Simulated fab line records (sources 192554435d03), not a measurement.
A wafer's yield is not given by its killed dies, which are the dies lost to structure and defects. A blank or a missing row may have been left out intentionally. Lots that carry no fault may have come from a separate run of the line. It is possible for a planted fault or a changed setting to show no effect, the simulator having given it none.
Code-filled problem report in 8D (eight disciplines) form || flow n5-finfet || the parts of the form that need people (team, actions taken, sign-off) are left out

== 1. WHAT WENT WRONG ==
etch-rf-on-time-s at N5_BEOL_M0_ETCH_138 reads a mean of 18.4 s on 3 wafers of 3 lots; wafers without a fault read 29.1 s with a standard deviation of 1.2. Relative to the usual mean, that is a shift of -8.9 standard deviations.
The step: etches SiCN in CH3F/O2, target depth 12 nm, time 31.6 s.
Earliest sighting: wafer L475.3 on rie-diel-04 at day 10 07:27. The record has a number at this step for 19 wafers belonging to 7 lots. By rule, "out" or "out of limits" means more than 4 standard deviations away from the usual mean. All remaining wafers that have a number are taken as sound.

== 2. WHAT IT IS, AND WHAT IT ISN'T ==
{"question": "which readings at this step", "is": "etch-rf-on-time-s", "is not": "CH3F_flow_sccm, drypump-motor-current-A, rf-vpp-V, showerhead-plenum-p-Torr, throttle-valve-pct"}
{"question": "which lots", "is": "L475, L477, L479", "is not": "L461, L471, L473, L474"}
{"question": "which wafers of those lots", "is": "L475.3, L477.6, L479.3", "is not": "L475.4, L475.5, L477.2, L477.5, L479.1, L479.2"}
{"question": "read on which tools", "is": "rie-diel-04", "is not": "rie-diel-05"}
{"question": "when", "is": "from day 10 07:27", "is not": "up to then (10 sound wafers); but 6 sound wafers of L474, L477, L479 came after"}

== 3. SUSPECTS, AND WHAT RULES EACH OUT ==
Counting: a tool at a process step up to the reading stays a suspect if it ran every lot that is out. Sound lots after the first of them don't rule it out here, since some wafers of a struck lot are sound.
- rie-diel-04 at N5_BEOL_M0_CUTY_DESCUM_61 (chemistry O2, time 7.9 s): kept. It processed each lot that is out (first: L475, day 10 07:14); up to then, its last sound lot is L461 (day 6 18:10).
- rie-diel-04 at N5_BEOL_M0_CUTY_ETCH_62 (etches SiARC in CF4, time 58.5 s): kept. It processed each lot that is out (first: L475, day 10 07:17); up to then, its last sound lot is L461 (day 6 18:12).
- rie-diel-04 at N5_BEOL_M0_CUTY_ETCH_63 (etches SOC in N2/H2, target depth 82.7 nm, overetch 16.5 nm, time 124 s): kept. It processed each lot that is out (first: L475, day 10 07:19); up to then, its last sound lot is L461 (day 6 18:14).
- rie-diel-04 at N5_BEOL_M0_ETCH_138 (etches SiCN in CH3F/O2, target depth 12 nm, time 31.6 s): kept. It processed each lot that is out (first: L475, day 10 07:27); up to then, its last sound lot is L461 (day 6 18:22). Its own readings are out on those wafers: etch-rf-on-time-s.
Left after counting: rie-diel-04 at N5_BEOL_M0_CUTY_DESCUM_61, rie-diel-04 at N5_BEOL_M0_CUTY_ETCH_62, rie-diel-04 at N5_BEOL_M0_CUTY_ETCH_63, rie-diel-04 at N5_BEOL_M0_ETCH_138.

== 4. THE CAUSE (what the simulator had put in) ==
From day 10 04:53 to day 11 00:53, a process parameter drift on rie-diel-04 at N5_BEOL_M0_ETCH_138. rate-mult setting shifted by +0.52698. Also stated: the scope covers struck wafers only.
Counting left 4 suspects, and this tool is among them.

== 5. THE EFFECT CHAIN, in route order ==
One row per reading whose mean, taken over the struck wafers that have a number, lies over 3 standard deviations from the usual. Only readings for which the record gives a usual standard deviation are gone through. hours: the time from each lot's start at the first step in this table that gives one to its start at this step, as a median over the lots. sigmas: the change in usual standard deviations.
{"hours": 0, "step": "N5_BEOL_M0_ETCH_138", "reading": "etch-rf-on-time-s", "usual": "29.1 s", "on struck wafers": 18.4, "change": -10.7, "sigmas": -8.9}
{"hours": 0, "step": "N5_BEOL_M0_ETCH_138", "reading": "oes-product-au", "usual": "0.69 a.u.", "on struck wafers": 0.94, "change": "+0.25", "sigmas": "+3.1"}
Here are the process steps it includes:
- N5_BEOL_M0_ETCH_138: etches SiCN in CH3F/O2, target depth 12 nm, time 31.6 s.
At these later measuring or inspecting steps, every struck wafer for which the step has a row has a number for every such reading, and none has moved that far: N5_BEOL_M4_RC_MEAS_101.

== 6. HOW IT WOULD HAVE BEEN CAUGHT EARLIER ==
3 hours passed between the start of the fault at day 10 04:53 and the first reading out of limits in this record, taken at day 10 07:27.
